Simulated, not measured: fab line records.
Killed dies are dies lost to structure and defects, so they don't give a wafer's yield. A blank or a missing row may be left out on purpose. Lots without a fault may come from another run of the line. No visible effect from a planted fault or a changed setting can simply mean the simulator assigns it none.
Struck lot and sound lot, side by side :: flow nandHarc :: 21 out of 1302 route steps
Sound: wafers L762.1, L762.5, L762.6. Struck: wafers L755.5, L755.6. At the end, the cause is stated.
For every step that has rows: the tool of each side, followed by ch and its chambers, followed by its first start. Under that, the readings that differ: sound wafers :: struck wafers :: difference of the means :: sigmas: that difference in standard deviations of wafers without a fault.
alike: readings whose means differ by less than 2 such deviations, and words and numbers that are the same on both sides. not compared: withheld readings, readings that some wafer has no value for, bounds like >300 that may hide the same value, and numbers for which the record gives no deviation and whose values overlap.
Wherever a step has rows on one side only, a row that says differs or no value, or a row with sigmas, the two part there. Non-overlapping numbers with no deviation appear without sigmas and do not part them. A reading missing from all wafers of one side parts the sides only when that side holds two or more wafers.

NHARC_A_M1_OVL_MEAS_10: pitch 240 nm.
  struck on overlay-02, day 29 01:04; sound on overlay-02, day 31 20:07
  alike: overlayXNm, overlayYNm
NHARC_A_M1_INSPECT_11:
  struck on defectInspect-01, day 29 01:05; sound on defectInspect-01, day 31 20:09
  alike: rawDefectCount
then, 1 step without rows for these wafers: NHARC_A_M1_DESCUM_14 (chemistry O2, time 3 s).
NHARC_A_M1_ETCH_35: etches the open film in N2/H2, target depth 40 nm, overetch 12 nm, time 43.94 s.
  sound on rieDiel-11 ch 0,1, day 31 20:18; struck on rieDiel-11 ch 0,1, day 29 01:16
  alike: drypumpMotorCurrentA, mfcArSccm, oesProductAu, rfVppV, showerheadPlenumPTorr, throttleValvePct
  not compared: rfHoursCounterH
NHARC_A_M1_ETCH_15: etches the open film in C4F8/Ar, target depth 182.5 nm, time 91.2 s.
  sound on rieDiel-11 ch 0,1; struck on rieDiel-11 ch 2,3
  alike: oesProductAu, rfVppV
  not compared: rfHoursCounterH
NHARC_A_M1_CD_MEAS_16:
  struck on cdSem-02, day 29 01:28; sound on cdSem-01, day 31 20:31
  alike: cdNm
then, 4 steps without rows for these wafers: NHARC_A_M1_STRIP_18 (strips in N2/H2); NHARC_A_M1_ETCH_28 (etches the open film in CF4/N2, target depth 30 nm, time 72.99 s); NHARC_A_M1_STRIP_19 (strips in post etch residue remover, time 600 s); NHARC_A_M1_DEGAS_29 (time 60 s).
NHARC_A_M1_PRE_CLEAN_30: time 30 s.
  sound on pvdSputter-03; struck on pvdSputter-01
  alike: heaterPowerW
NHARC_A_M1_PVD_20: deposits TaN, target thk 5 nm, time 8.06 s.
  sound on pvdSputter-03; struck on pvdSputter-01
  alike: throttleValvePct
NHARC_A_M1_PVD_21: deposits Cu, target thk 30 nm, time 20.49 s.
  struck on pvdSputter-01, day 29 02:26; sound on pvdSputter-03, day 31 21:30
  alike: throttleValvePct
then, 1 step without rows for these wafers: NHARC_A_M1_ECD_22 (material Cu, target thk 400 nm).
NHARC_A_M1_ANNEAL_31: time 90 s.
  sound on rtpAnneal-02 ch 0, day 31 22:01; struck on rtpAnneal-02 ch 0, day 29 03:11
  alike: wafer_temp_C_max
then, 2 steps without rows for these wafers: NHARC_A_M1_CMP_23 (polishes, t overpolish 20 s, target thk 154.34 nm); NHARC_A_M1_SRD_25.
NHARC_A_M1_INSPECT_27:
  struck on defectInspect-01, day 29 03:48; sound on defectInspect-01, day 31 22:50
reading: rawDefectCount
sound: 363 376 430
struck: 896 924
difference: +520
sigmas: +4
then, 2 steps without rows for these wafers: NHARC_A_M1_PRE_CLEAN_32 (time 12 s); NHARC_A_M1_DEP_33 (deposits SiCN, target thk 30 nm).
NHARC_END_SORT_01:
  sound on prober-01 ch 0, day 33 20:05; struck on prober-02 ch 0, day 30 18:47
reading: defectLimitedYield (%)
sound: 92.6 92.0 92.2
struck: 0 0
difference: -92
sigmas: -34

reading: killedAtArray
sound: 42 47 44
struck: 663 666
difference: +620
sigmas: +34

reading: killedDies
sound: 50 54 53
struck: 677 677
difference: +625
sigmas: +35

reading: sort_bin_2_pct (%)
sound: 2.2 3.7 2.7
struck: 91.6 94.7
difference: +90.3
sigmas: +75

reading: sortNPass
sound: 627 623 624
struck: 0 0
difference: -625
sigmas: -35

reading: sortRimYieldPct (%)
sound: 85 85 81
struck: 0 0
difference: -84
sigmas: -19

reading: sortYieldPct (%)
sound: 92.6 92.0 92.2
struck: 0 0
difference: -92
sigmas: -34
  alike: killedAtOther, killedAtPeriphery, killedOpen, killedShort, sort_bin_3_pct, sort_bin_4_pct

## WHERE THEY PART
At NHARC_A_M1_INSPECT_27 first; at NHARC_END_SORT_01 last (within this record only).

WHY: what had been put in by the simulator
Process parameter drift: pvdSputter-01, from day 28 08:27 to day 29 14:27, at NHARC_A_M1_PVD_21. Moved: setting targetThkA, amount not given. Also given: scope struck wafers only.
